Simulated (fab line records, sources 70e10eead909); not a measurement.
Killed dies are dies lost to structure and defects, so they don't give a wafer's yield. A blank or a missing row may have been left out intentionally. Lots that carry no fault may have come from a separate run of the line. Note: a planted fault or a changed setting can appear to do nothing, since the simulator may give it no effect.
fab line records	flow nand_harc
record lots=6	wafers=18	last_day=32
route steps=1302 shown A_SLIT@944 A_SIN_REMOVE@947 A_WL_FILL@952 END@1302
lots with no fault: from the same line, run without faults
start_h: hours from the record's opening day to when the first of the lot's shown wafers began	wait_h: hours since the lot's step before	" same as the row above	L1.1+2: a row that stands for several wafers	- no value, or no start given	* or withheld: withheld	< > ~ a bound
route shown NAME@n: names a module that has steps shown in the file, with the first one's number in the route	usual: mean/standard deviation taken from wafers without a fault	same: alike in all rows	chamber/n: place in a boat	sites: each site's reading	_std_site: the values' standard deviation	_edge_site: mean of outer sites minus mean of inner sites	radius_mm: how far each site lies from the wafer's centre	mask NAME#n: copy n	behind: tool/chamber where the wafer was last shaped	hold: why the lot went on hold/how many hours it stayed there/how the hold came to an end	device: whichever transistor did not switch (one of n, p or np)	end of line: the route-end tests of the same wafers	a step given without rows: its recipe and nothing more	killed: dies that structure and defects cost at the first sort, which is not the same as the wafer's yield	map: dies across one wafer; x = killed, . = not, _ = none there
set.NAME: the setting that was run; set.NAME@STEP: the one run at that earlier step	model.NAME: the simulator's own value behind a step, which no gauge read
a table for each step, a row for each wafer; lots at some steps of the route
services: when a tool's chamber went out of use (start_h, in hours from the record's first day, below 0 if earlier), for how many hours, and the reason
## steps
# step NHARC_A_SLIT_PRECLEAN_19
# recipe time_s=*	temp_c=50	bath_age_min=0	chemistry=SC1
# step NHARC_A_SLIT_SRD_20
# step NHARC_A_SLIT_CD_MEAS_21
# usual cd_nm=289.5/0.7
lot.wafer	tool	chamber	start_h	wait_h	cd_nm
L832.1	cd_sem-03	-	452.51	-	290.4
L832.3	"	-	"	"	290.0
L832.6	"	-	"	"	290.0
L836.1	cd_sem-01	-	500.31	-	289.4
L836.2	"	-	"	"	289.2
L836.5	"	-	"	"	289.6
L839.1	cd_sem-01	-	536.29	-	289.6
L839.2	"	-	"	"	289.6
L839.4	"	-	"	"	289.4
L840.1	cd_sem-01	-	539.60	-	290.6
L840.2	"	-	"	"	290.0
L840.5	"	-	"	"	290.0
L850.1	cd_sem-02	-	650.77	-	289.9
L850.3	"	-	"	"	290.4
L850.6	"	-	"	"	289.9
L851.3	cd_sem-03	-	652.73	-	289.7
L851.4	"	-	"	"	290.2
L851.6	"	-	"	"	289.4
# step NHARC_A_SIN_REMOVE_WET_00
# recipe temp_c=160	time_s=15300	chemistry=H3PO4
# step NHARC_A_SIN_REMOVE_PRECLEAN_01
# recipe time_s=*	temp_c=50	bath_age_min=0	chemistry=SC1
# step NHARC_A_SIN_REMOVE_SRD_02
# step NHARC_A_SIN_REMOVE_INSPECT_04
# usual raw_defect_count=408/110
lot.wafer	tool	chamber	start_h	wait_h	raw_defect_count
L832.1	defect_inspect-01	-	459.14	0.0	227
L832.3	"	-	"	"	267
L832.6	"	-	"	"	263
L836.1	defect_inspect-02	-	506.97	0.0	404
L836.2	"	-	"	"	378
L836.5	"	-	"	"	371
L839.1	defect_inspect-02	-	542.40	0.0	360
L839.2	"	-	"	"	401
L839.4	"	-	"	"	362
L840.1	defect_inspect-02	-	547.70	0.0	466
L840.2	"	-	"	"	418
L840.5	"	-	"	"	495
L850.1	defect_inspect-02	-	657.39	0.0	372
L850.3	"	-	"	"	546
L850.6	"	-	"	"	365
L851.3	defect_inspect-02	-	662.63	0.0	182
L851.4	"	-	"	"	218
L851.6	"	-	"	"	329
# step NHARC_A_WL_FILL_ALD_00
# recipe target_thk_a=30	pulse_time_s=3	ald_cycles=30	temp_c=300	material=Al2O3
# step NHARC_A_WL_FILL_RTA_01
# recipe temp_c=1000	time_s=5
# usual lamp_power_pct=29.11/0.1	wafer_temp_C_max=1004.2/0.98
lot.wafer	tool	chamber	start_h	wait_h	lamp_power_pct	wafer_temp_C_max
L832.1	rtp_anneal-01	0	459.48	-	29.01	1004.9
L832.3	"	0	"	"	29.00	1004.5
L832.6	"	0	"	"	29.07	1005.0
L836.1	rtp_anneal-02	0	508.07	-	29.26	1002.9
L836.2	"	0	"	"	29.26	1002.7
L836.5	"	0	"	"	29.23	1003.3
L839.1	rtp_anneal-02	0	542.72	-	29.25	1001.9
L839.2	"	0	"	"	29.21	1004.1
L839.4	"	0	"	"	29.22	1004.6
L840.1	rtp_anneal-01	0	548.01	-	29.07	1005.2
L840.2	"	0	"	"	29.04	1004.3
L840.5	"	0	"	"	29.02	1004.0
L850.1	rtp_anneal-02	0	657.72	-	29.23	1003.1
L850.3	"	0	"	"	29.22	1003.8
L850.6	"	0	"	"	29.19	1006.6
L851.3	rtp_anneal-01	0	663.02	-	28.99	1005.5
L851.4	"	0	"	"	28.98	1006.5
L851.6	"	0	"	"	28.95	1004.2
# step NHARC_A_WL_FILL_ALD_02
# recipe target_thk_a=20	pulse_time_s=3	ald_cycles=100	temp_c=450	material=TiN
# step NHARC_A_WL_FILL_CVD_03
# recipe target_thk_a=400	temp_c=300	pressure_torr=40	wf6_flow_sccm=40	h2_flow_sccm=1600	ar_flow_sccm=1560	time_s=279	material=W
# usual heater_power_w=443/50	throttle_valve_pct=8.0/0.36
lot.wafer	tool	chamber	start_h	wait_h	heater_power_w	throttle_valve_pct
L832.1	cvd_w-01	1	460.55	0.5	393	8.1
L832.3	"	1	"	"	407	8.2
L832.6	"	1	"	"	404	8.0
L836.2	cvd_w-02	0	508.72	0.1	503	8.0
L836.1	"	1	"	"	416	7.4
L836.5	"	0	"	"	516	8.3
L839.2	cvd_w-02	1	543.40	0.1	426	7.4
L839.1	"	0	"	"	497	8.3
L839.4	"	0	"	"	497	7.7
L840.2	cvd_w-02	0	548.67	0.1	498	8.4
L840.1	"	1	"	"	418	7.3
L840.5	"	0	"	"	498	8.3
L850.1	cvd_w-02	0	658.37	0.1	505	7.5
L850.3	"	1	"	"	376	7.3
L850.6	"	0	"	"	509	8.0
L851.4	cvd_w-02	1	663.72	0.2	405	7.6
L851.3	"	0	"	"	525	8.0
L851.6	"	0	"	"	518	7.9
# step NHARC_A_WL_FILL_ETCHBACK_04
# recipe target_depth_a=600	time_s=120	chemistry=NF3
# step NHARC_A_WL_FILL_ETCHBACK_05
# recipe target_depth_a=220	time_s=60	temp_c=40	chemistry=Cl2/BCl3
# usual drypump_motor_current_A=5.6/0.33	oes_product_au=1.000/0.0072	temp_c=40.03/0.1
lot.wafer	tool	chamber	start_h	wait_h	drypump_motor_current_A	oes_product_au	rf_hours_counter_h	temp_c
L832.1	rie_metal-01	1	461.16	0.2	5.9	1.004	1.5	39.92
L832.3	"	1	"	"	5.9	1.004	-	40.01
L832.6	"	0	"	"	5.5	1.004	-	39.91
L836.1	rie_metal-02	0	509.33	0.2	5.7	0.994	0.6	40.06
L836.2	"	1	"	"	5.2	0.991	0.6	40.00
L836.5	"	0	"	"	5.7	0.997	-	40.09
L839.1	rie_metal-02	1	544.02	0.2	5.3	1.010	1.2	40.19
L839.2	"	0	"	"	5.7	1.000	1.2	40.05
L839.4	"	1	"	"	5.3	1.006	-	40.10
L840.1	rie_metal-01	1	549.29	0.2	6.0	1.012	3.3	40.10
L840.2	"	0	"	"	5.5	1.008	3.3	39.97
L840.5	"	1	"	"	6.0	1.011	-	40.17
L850.1	rie_metal-02	0	658.99	0.2	5.7	1.002	0.2	40.10
L850.3	"	1	"	"	5.3	1.005	-	39.91
L850.6	"	1	"	"	5.3	1.011	-	39.99
L851.4	rie_metal-01	1	664.25	0.2	5.9	1.010	-	40.03
L851.3	"	0	"	"	5.5	1.000	-	39.94
L851.6	"	1	"	"	5.9	1.000	-	40.19
# step NHARC_A_WL_FILL_STRIP_27
# recipe power_w=1500	temp_c=250	time_s=20	chemistry=N2/H2
# usual drypump_motor_current_A=5.6/0.41	heater_power_w=366/17	temp_c=250.02/0.17
lot.wafer	tool	chamber	start_h	wait_h	drypump_motor_current_A	heater_power_w	rf_hours_counter_h	temp_c
L832.1	plasma_asher-02	0	461.32	0.1	6.0	363	5	249.88
L832.3	"	0	"	"	6.0	366	-	250.10
L832.6	"	1	"	"	5.0	382	-	250.17
L836.1	plasma_asher-01	0	509.47	0.1	5.5	355	34	250.19
L836.2	"	1	"	"	5.9	352	34	249.96
L836.5	"	0	"	"	5.5	365	-	250.10
L839.1	plasma_asher-01	1	549.45	5.4	5.9	345	5	249.93
L839.2	"	0	"	"	5.5	367	5	249.99
L839.4	"	0	"	"	5.5	379	-	250.16
L840.1	plasma_asher-01	0	551.21	1.9	5.5	365	7	249.85
L840.2	"	1	"	"	5.9	346	7	250.10
L840.5	"	1	"	"	5.9	346	-	249.64
L850.1	plasma_asher-01	1	659.14	0.1	5.9	346	31	249.79
L850.3	"	0	"	"	5.5	367	-	250.40
L850.6	"	0	"	"	5.4	365	-	250.21
L851.4	plasma_asher-01	1	664.41	0.1	5.9	358	-	250.20
L851.3	"	0	"	"	5.5	380	-	249.86
L851.6	"	0	"	"	5.5	371	-	250.09
# step NHARC_A_WL_FILL_STRIP_28
# recipe time_s=1200	temp_c=72.5	chemistry=post_etch_residue_remover
# step NHARC_A_WL_FILL_PRECLEAN_06
# recipe time_s=300	chemistry=DIW
# step NHARC_A_WL_FILL_SRD_07
# step NHARC_A_WL_FILL_ANNEAL_08
# recipe temp_c=450	time_s=1800
# step NHARC_A_WL_FILL_ALD_10
# recipe target_thk_a=500	pulse_time_s=10	ald_cycles=500	temp_c=300	material=SiO2
# usual heater_power_w=451/51	precursor_pulse_height_rel=1.000/0.02
# same pulse_time_s=10
lot.wafer	tool	chamber	start_h	wait_h	heater_power_w	precursor_pulse_height_rel
L832.3	ald_hk-04	3	466.72	0.1	469	1.018
L832.1	"	1	467.75	1.1	555	1.005
L832.6	"	3	468.79	2.1	459	1.007
L836.1	ald_hk-04	1	515.37	0.6	555	1.007
L836.2	"	3	516.41	1.6	462	1.003
L836.5	"	1	517.44	2.6	564	0.961
L839.2	ald_hk-03	0	554.36	0.1	430	1.018
L839.4	"	1	"	"	418	0.992
L839.1	"	3	555.90	1.6	418	0.993
L840.1	ald_hk-01	3	554.37	0.1	350	1.021
L840.2	"	1	555.43	1.1	393	1.009
L840.5	"	3	556.48	2.2	348	1.004
L850.3	ald_hk-03	1	666.21	0.0	430	0.996
L850.1	"	3	667.22	1.1	433	1.035
L850.6	"	2	668.75	2.6	464	1.003
L851.4	ald_hk-04	1	671.42	0.4	597	1.015
L851.3	"	2	"	"	466	1.006
L851.6	"	2	674.01	2.9	452	1.020
# step NHARC_A_WL_FILL_ETCHBACK_16
# recipe target_depth_a=1200	time_s=24	c4f8_flow_sccm=withheld	o2_flow_sccm=8	ar_flow_sccm=withheld	rf_w=600	bias_w=800	chemistry=C4F8/O2/Ar
# step NHARC_A_WL_FILL_STRIP_29
# recipe time_s=20	o2_flow_sccm=500	ar_flow_sccm=0	bias_w=0	chemistry=O2
# step NHARC_A_WL_FILL_ETCHBACK_17
# recipe target_depth_a=40	time_s=26.7	chemistry=Cl2/BCl3
# step NHARC_A_WL_FILL_PRECLEAN_18
# recipe time_s=30	chemistry=dHF
# step NHARC_A_WL_FILL_SRD_21
# step NHARC_A_WL_FILL_CVD_23
# recipe target_thk_a=400	temp_c=620	pressure_mtorr=200	time_s=800	material=poly-Si
# step NHARC_A_WL_FILL_ETCHBACK_26
# recipe target_depth_a=520	time_s=13.3	hbr_flow_sccm=150	rf_w=350	icp_w=350	bias_w=60	chemistry=HBr
# step NHARC_A_WL_FILL_PRECLEAN_30
# recipe time_s=10	chemistry=dHF
# step NHARC_A_WL_FILL_SRD_14
# step NHARC_A_WL_FILL_ALD_19
# recipe target_thk_a=20	pulse_time_s=3	ald_cycles=100	temp_c=450	material=TiN
# step NHARC_A_WL_FILL_CVD_20
# recipe target_thk_a=1000	temp_c=400	pressure_torr=40	wf6_flow_sccm=40	h2_flow_sccm=1600	ar_flow_sccm=1560	time_s=74	material=W
# usual heater_power_w=787/84	throttle_valve_pct=8.0/0.37
lot.wafer	tool	chamber	start_h	wait_h	heater_power_w	throttle_valve_pct
L832.1	cvd_w-01	1	-	-	714	8.0
L832.3	"	0	"	"	834	8.1
L832.6	"	1	"	"	696	7.8
L836.1	cvd_w-01	1	-	-	702	8.3
L836.2	"	0	"	"	870	8.4
L836.5	"	0	"	"	858	8.3
L840.2	cvd_w-02	0	-	-	869	8.3
L840.1	"	1	"	"	743	7.5
L840.5	"	0	"	"	879	8.1
L839.1	cvd_w-01	0	-	-	845	8.0
L839.2	"	1	"	"	662	8.2
L839.4	"	1	"	"	673	8.2
L850.1	cvd_w-01	0	-	-	848	7.8
L850.3	"	1	"	"	675	8.2
L850.6	"	0	"	"	856	8.1
L851.4	cvd_w-01	1	-	-	667	8.4
L851.3	"	0	"	"	847	8.3
L851.6	"	1	"	"	681	8.5
# step NHARC_A_WL_FILL_CMP_12
# recipe t_overpolish_s=30	target_thk_nm=100
# step NHARC_A_WL_FILL_SRD_31
# step NHARC_A_WL_FILL_INSPECT_15
# usual raw_defect_count=486/130
lot.wafer	tool	chamber	start_h	wait_h	raw_defect_count
L832.1	defect_inspect-01	-	477.81	0.0	1237
L832.3	"	-	"	"	729
L832.6	"	-	"	"	794
L836.1	defect_inspect-01	-	526.04	0.0	394
L836.2	"	-	"	"	394
L836.5	"	-	"	"	589
L840.1	defect_inspect-02	-	565.42	0.0	831
L840.2	"	-	"	"	691
L840.5	"	-	"	"	503
L839.1	defect_inspect-01	-	565.42	0.0	520
L839.2	"	-	"	"	473
L839.4	"	-	"	"	561
L850.1	defect_inspect-01	-	677.35	0.0	513
L850.3	"	-	"	"	458
L850.6	"	-	"	"	557
L851.3	defect_inspect-02	-	682.85	0.0	325
L851.4	"	-	"	"	416
L851.6	"	-	"	"	454
# step NHARC_END_SORT_01
# recipe temp_c=25
# usual killed_at_array=59/19	killed_at_other=0.6/0.85	killed_at_periphery=3.8/2.5	killed_dies=64/19	killed_open=3.3/1.8	killed_short=2.2/1.6
# same gross_dies=677
lot.wafer	tool	chamber	start_h	wait_h	killed_at_array	killed_at_other	killed_at_periphery	killed_dies	killed_open	killed_short
L839.1	prober-01	0	644.56	2.5	52	0	2	54	0	2
L839.2	prober-01	0	645.35	2.8	69	0	2	71	6	2
L839.4	prober-01	0	646.93	3.4	59	1	2	62	4	1
L840.1	prober-01	0	652.46	2.5	98	0	1	99	3	0
L840.2	prober-01	0	653.26	2.8	81	0	3	84	5	3
L840.5	prober-01	0	655.65	3.7	89	0	4	93	3	1
L850.1	prober-01	0	761.75	2.5	643	0	4	647	4	4
L850.3	prober-01	0	763.35	3.1	641	0	1	642	4	0
L850.6	prober-01	0	765.74	4.0	645	0	7	652	5	5
L851.3	prober-02	0	766.57	3.1	649	1	2	652	1	1
L851.4	prober-02	0	767.37	3.4	637	1	2	640	3	0
L851.6	prober-02	0	768.97	4.0	476	1	2	479	3	2
# killed by level:class
L839.1 A_CHANNEL_HOLE_D1:chamber_film_flake=31 A_CHANNEL_HOLE_D2:chamber_film_flake=14 A_CHANNEL_FILL_D1:chamber_film_flake=2 A_SLIT:chamber_film_flake=2 P_CONTACT:geometric_particle:short=1 A_WL_FILL:geometric_particle:short=1 P_STI:chamber_film_flake=1 A_WL_FILL:chamber_film_flake=1
L839.2 A_CHANNEL_HOLE_D2:chamber_film_flake=33 A_CHANNEL_HOLE_D1:chamber_film_flake=24 A_ONON_D1:geometric_particle:open=2 A_CONTACT:chamber_film_flake=2 P_GATE:geometric_particle:open=1 A_ONON_D1:geometric_particle:short=1 A_ONON_D2:geometric_particle:open=1 A_CHANNEL_HOLE_D2:geometric_particle:open=1
L839.4 A_CHANNEL_HOLE_D2:chamber_film_flake=31 A_CHANNEL_HOLE_D1:chamber_film_flake=21 P_CONTACT:geometric_particle:open=2 A_CHANNEL_FILL_D1:chamber_film_flake=2 A_CHANNEL_FILL_D1:geometric_particle:short=1 A_SGD_CUT:geometric_particle:open=1 A_BLC:geometric_particle:open=1 A_CHANNEL_FILL_D2:chamber_film_flake=1
L840.1 A_CHANNEL_HOLE_D1:chamber_film_flake=41 A_SLIT:chamber_film_flake=31 A_CHANNEL_HOLE_D2:chamber_film_flake=10 A_BONDPAD:chamber_film_flake=6 A_CONTACT:chamber_film_flake=5 A_CHANNEL_FILL_D2:geometric_particle:open=2 A_SOURCE_PLATE:geometric_particle:open=1 P_ZERO_WELL:chamber_film_flake=1
L840.2 A_SLIT:chamber_film_flake=29 A_CHANNEL_HOLE_D1:chamber_film_flake=21 A_CHANNEL_HOLE_D2:chamber_film_flake=16 A_BONDPAD:chamber_film_flake=4 A_CONTACT:chamber_film_flake=4 A_ONON_D1:geometric_particle:open=2 P_CONTACT:geometric_particle:open=1 P_M0:geometric_particle:open=1
L840.5 A_CHANNEL_HOLE_D1:chamber_film_flake=40 A_SLIT:chamber_film_flake=23 A_CHANNEL_HOLE_D2:chamber_film_flake=10 A_CONTACT:chamber_film_flake=5 P_GATE:chamber_film_flake=4 A_BONDPAD:chamber_film_flake=4 A_ONON_D1:geometric_particle:open=1 A_CHANNEL_FILL_D2:geometric_particle:open=1
L850.1 A_WL_FILL:area_cvd=561 A_CHANNEL_HOLE_D1:chamber_film_flake=36 A_SLIT:chamber_film_flake=35 A_DECK1_JOINT:geometric_particle:open=2 P_ZERO_WELL:chamber_film_flake=2 A_CONTACT:chamber_film_flake=2 P_GATE:geometric_particle:short=1 P_CONTACT:geometric_particle:open=1
L850.3 A_WL_FILL:area_cvd=562 A_CHANNEL_HOLE_D1:chamber_film_flake=35 A_SLIT:chamber_film_flake=32 A_CHANNEL_FILL_D2:geometric_particle:open=2 A_DECK1_JOINT:chamber_film_flake=2 A_CHANNEL_FILL_D2:chamber_film_flake=2 A_STAIRCASE:chamber_film_flake=2 A_CONTACT:chamber_film_flake=2
L850.6 A_WL_FILL:area_cvd=563 A_SLIT:chamber_film_flake=33 A_CHANNEL_HOLE_D1:chamber_film_flake=32 A_WL_FILL:chamber_film_flake=3 A_CONTACT:chamber_film_flake=3 A_ONON_D1:geometric_particle:open=2 P_ZERO_WELL:chamber_film_flake=2 A_STAIRCASE:chamber_film_flake=2
L851.3 A_WL_FILL:area_cvd=628 A_CHANNEL_HOLE_D1:chamber_film_flake=15 A_SLIT:chamber_film_flake=3 P_GATE:geometric_particle:open=1 STARTING-WAFER:geometric_particle:short=1 P_GATE:chamber_film_flake=1 A_ZERO_WELL:chamber_film_flake=1 A_DECK1_JOINT:chamber_film_flake=1
L851.4 A_WL_FILL:area_cvd=602 A_CHANNEL_HOLE_D1:chamber_film_flake=9 A_SLIT:chamber_film_flake=7 A_DECK1_JOINT:chamber_film_flake=6 A_STAIRCASE:chamber_film_flake=3 A_CONTACT:chamber_film_flake=3 A_M1:chamber_film_flake=3 P_CONTACT:geometric_particle:open=1
L851.6 A_WL_FILL:area_cvd=439 A_CHANNEL_HOLE_D1:chamber_film_flake=11 A_SLIT:chamber_film_flake=10 A_STAIRCASE:chamber_film_flake=5 A_M1:chamber_film_flake=3 A_CONTACT:chamber_film_flake=2 P_CONTACT:geometric_particle:open=1 A_CHANNEL_HOLE_D1:geometric_particle:open=1
# map L850.6 (x killed, . not)
____________x____________
_________..xxxxx_________
_______xx.xxxxxxxx_______
______xxxxxxxxxxxxx______
_____xxxxxxxxxxxxxxx_____
____xxxxxxxxxxxxxxxx.____
____xxxxxxxxxxxxxxx..____
___xxxxxxxxxxxxxxxxx.x___
___xxxxxxxxxxxxxxxxxxx___
__xxxxxxxxxxxxxxxxxxx.x__
__xxxxxxxxxxxxxxxxxxxx.__
_xxxxxxxxxxxxxxxxxxxxx.._
_xxxxxxxxxxxxxxxxxxxxx.x_
_xxxxxxxxxxxxxxxxxxxx.xx_
_xxxxxxxxxxxxxxxxxxxxxxx_
_xxxxxxxxxxxxxxxxxxxxxx._
xxxxxxxxxxxxxxxxxxxxxxxx.
xxxxxxxxxxxxxxxxxxxxxxxxx
xxxxxxxxxxxxxxxxxxxxxxxxx
xxxxxxxxxxxxxxxxxxxxxxxxx
xxxxxxxxxxxxxxxxxxxxxxxx.
_xxxxxxxxxxxxxxxxxxxxxxx_
_xxxxxxxxxxxxxxxxxxxxxxx_
_xxxxxxxxxxxxxxxxxxxxxx._
_xxxxxxxxxxxxxxxxxxx.xx._
_xxxxxxxxxxxxxxxxxxxxxxx_
__xxxxxxxxxxxxxxxxxxxxx__
__xxxxxxxxxxxxxxxxxxx.x__
___xxxxxxxxxxxxxxxxxxx___
___xxxxxxxxxxxxxxxxxxx___
____xxxxxxxxxxxxxxxxx____
____xxxxxxxxxxxxxxxxx____
_____xxxxxxxxxxxxxx._____
______xxxxxxxxxxxx.______
_______xxxxxxxxxx._______
_________xxxx.x._________
____________x____________
# map L851.3 (x killed, . not)
____________.____________
_________.xx..xx_________
_______xxx.xxxxxxx_______
______xx.xx.xxxx...______
_____x.xxxxxxxx.xx.x_____
____xxxxx..xxxxxxxx.x____
____xxxxxxxxxxxxx.xxx____
___xxxxx.xxxxxxxx.xxxx___
___xxxxxxxxxxxxxxxxxx.___
__xxxxxxxxxxxxxxxxxxxxx__
__xxx.xxxxxxxxxxxxxxxx.__
_xxxxxxxxxxxxxxxxxxxxxxx_
_xxxxxxxxxxxxxxxxxxxxxxx_
_xxxxxxxxxxxxxxxxxxxxxxx_
_xxxx.xxxxxxxxxxxxxxxxxx_
_xxxxxxxxxxxxxxxxxxxxxxx_
xxxxxxxxxxxxxxxxxxxxxxxxx
xxxxxxxxxxxxxxxxxxxxxxx.x
xxxxxxxxxxxxxxxxxxxxxxxxx
xxxxxxxxxxxxxxxxxxxxxxxxx
xxxxxxxxxxxxxxxxxxxxxxxxx
_xxxxxxxxxxxxxxxxxxxxxxx_
_xxxxxxxxxxxxxxxxxxxxxxx_
_xxxxxxxxxxxxxxxxxxxxxxx_
_xxxxxxxxxxxxxxxxxxxxxxx_
_xxxxxxxxxxxxxxxxxxxxxxx_
__xxxxxxxxxxxxxxxxx.xxx__
__xxxxxxxxxxxxxxxxxxxxx__
___xxxxxxxxxxxxxxxxxxx___
___xxxxxxxxxxxxxxxxxxx___
____xxxxxxxxxxxxxxxxx____
____xxxxxxxxxxxxxxxxx____
_____xxxxxxxxxxxxxxx_____
______xxxxxxxxxxxxx______
_______xxxxxxxxxxx_______
_________xxxxxxx_________
____________x____________
## services
tool	chamber	start_h	hours	kind
cvd_w-01	-	439.20	0.4	repair
cvd_w-02	-	450.00	13.0	pm
cvd_w-02	0	450.00	13.0	vent_cycle
cvd_w-02	1	450.00	13.0	vent_cycle
rie_metal-02	-	454.00	9.0	pm
cvd_w-02	0	463.00	-	clean
cvd_w-02	1	463.00	-	clean
ald_hk-01	-	474.00	10.0	pm
plasma_asher-02	-	478.75	0.7	repair
cvd_w-01	-	507.10	1.6	repair
plasma_asher-01	-	519.08	9.0	pm
cvd_w-02	-	536.81	2.7	repair
plasma_asher-01	-	541.54	7.6	repair
cvd_w-01	-	547.21	13.0	pm
cvd_w-01	0	547.21	13.0	vent_cycle
cvd_w-01	1	547.21	13.0	vent_cycle
ald_hk-03	-	569.48	10.0	pm
rie_metal-01	-	575.00	9.0	pm
plasma_asher-02	-	603.23	9.0	pm
cvd_w-02	-	631.00	13.0	pm
rie_metal-02	-	631.00	9.0	pm
ald_hk-01	-	652.00	10.0	pm
cvd_w-01	1	667.06	1.2	repair
plasma_asher-01	-	672.40	1.4	repair
## key
first_sign step=NHARC_END_SORT_01	reading=killed_dies	direction=up	sigmas=30	usual=64	struck=619
effect step=NHARC_END_SORT_01	reading=killed_at_array	direction=up	sigmas=30	usual=59	struck=615
more_kills_born_at NHARC_A_WL_FILL_CVD_03@cvd_w-02=3355
met_at NHARC_A_WL_FILL_CVD_03
struck_wafers L850.1,L850.3,L850.6,L851.3,L851.4,L851.6
later_rows_left_out L850.1,L850.3,L850.6,L851.3,L851.4,L851.6
tester_left_out L850,L851
onset_between 548.67 658.37
also_fits time
fault kind=process_parameter_drift	tool=cvd_w-02	chamber=-	onset_h=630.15	steps=NHARC_A_WL_FILL_CVD_03	channel=target_thk_a	offset=*	shape=step	end_h=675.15	acts_in=*	stated=*
# tester_left_out: of these lots the tester's yield and bins aren't shown, on N5 and GAA mostly nor the transistor test; their killed dies are dies lost to structure and defects alone, not to doping, threshold or leakage, so they don't give the yield
# later_rows_left_out: the simulator's readings of these wafers behind a module that went badly wrong aren't trusted and aren't shown, but for the sort
